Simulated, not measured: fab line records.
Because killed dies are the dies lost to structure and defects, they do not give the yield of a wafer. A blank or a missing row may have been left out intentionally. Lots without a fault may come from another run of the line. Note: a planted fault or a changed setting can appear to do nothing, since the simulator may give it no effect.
8D (eight disciplines) problem report, filled in by code || flow nandHarc || the parts of the form that need people (team, actions taken, sign-off) are left out

== 1. PROBLEM STATEMENT ==
Wafers without a fault read 100.1 nm, standard deviation 0.43; cdNm at NHARC_A_SGD_CUT_CD_MEAS_09 reads a mean of 85.9 nm on 6 wafers belonging to 2 lots. Relative to the usual mean, that is a shift of -33 standard deviations.
The step: target cd 100 nm.
First seen on wafer L563.2, day 18 04:18, on cdSem-03. The record has a number at this step for 33 wafers belonging to 11 lots. By rule, "out" or "out of limits" means more than 4 standard deviations away from the usual mean. Any other wafer with a number is counted as sound.

== 2. WHAT IT IS AND WHAT IT IS NOT ==
{"question": "which readings at this step", "is": "cdNm", "is not": "-"}
{"question": "which lots", "is": "L560, L563", "is not": "L549, L551, L552, L553, L554, L555, L565, L566, L567"}
{"question": "which wafers of those lots", "is": "all that have a number", "is not": "-"}
{"question": "read on which gauges", "is": "cdSem-02, cdSem-03", "is not": "cdSem-01"}
{"question": "when", "is": "from day 18 04:18", "is not": "up to then (18 sound wafers); but 9 sound wafers of L565, L566, L567 came after"}

== 3. SUSPECTS, AND WHAT RULES EACH OUT ==
Counting: a tool at a process step up to the reading stays a suspect if it ran every lot that is out and no sound lot after the first of them.
- the gauge at NHARC_A_SGD_CUT_CD_MEAS_09: ruled out. 2 gauges (cdSem-02, cdSem-03) read the wafers that are out.
- arfiScanner-01 at NHARC_A_SGD_CUT_EXPOSE_06 (exposes mask SGD): kept. It processed each lot that is out, first L563 at day 18 04:10, and no sound lot thereafter; up to then, the last sound lot it processed was L555 at day 17 12:00. Its own exposureDoseMJCm2 readings are out on those wafers.
Remaining after the count: arfiScanner-01 at NHARC_A_SGD_CUT_EXPOSE_06.

== 4. THE CAUSE (what the simulator had put in) ==
Process parameter drift: arfiScanner-01, from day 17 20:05 on, at NHARC_A_SGD_CUT_EXPOSE_06. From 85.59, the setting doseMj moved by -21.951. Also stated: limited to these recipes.
The count eliminated every tool but this one.

== 5. THE EFFECT CHAIN, in route order ==
One row per reading whose mean, taken over the struck wafers that have a number, lies over 3 standard deviations from the usual. Only readings for which the record gives a usual standard deviation are gone through. hours: the time from each lot's start at the first step in this table that gives one to its start at this step, as a median over the lots. sigmas: the change in usual standard deviations.
{"hours": 0, "step": "NHARC_A_SGD_CUT_EXPOSE_06", "reading": "exposureDoseMJCm2", "usual": 85.60, "on struck wafers": 67.93, "change": -17.67, "sigmas": "-99 or more"}
{"hours": 0, "step": "NHARC_A_SGD_CUT_CD_MEAS_09", "reading": "cdNm", "usual": "100.1 nm", "on struck wafers": 85.9, "change": -14.2, "sigmas": -33}
It contains these process steps:
- NHARC_A_SGD_CUT_EXPOSE_06: exposes mask SGD.

== 6. WHAT WOULD HAVE CAUGHT IT SOONER ==
Counted from the fault's start at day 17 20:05, it took 8 hours until the first out-of-limits reading at a measuring or inspecting step in this record, taken at day 18 04:18.
Tool's own readings at NHARC_A_SGD_CUT_EXPOSE_06, exposureDoseMJCm2: out on all struck wafers the step has rows for; an alarm limit on them would have tripped on the first.
Among the 2 lots that are out, L560 began NHARC_A_SGD_CUT_EXPOSE_06 on arfiScanner-01 after day 18 04:18. Had the tool been put on hold then, it would have been spared.
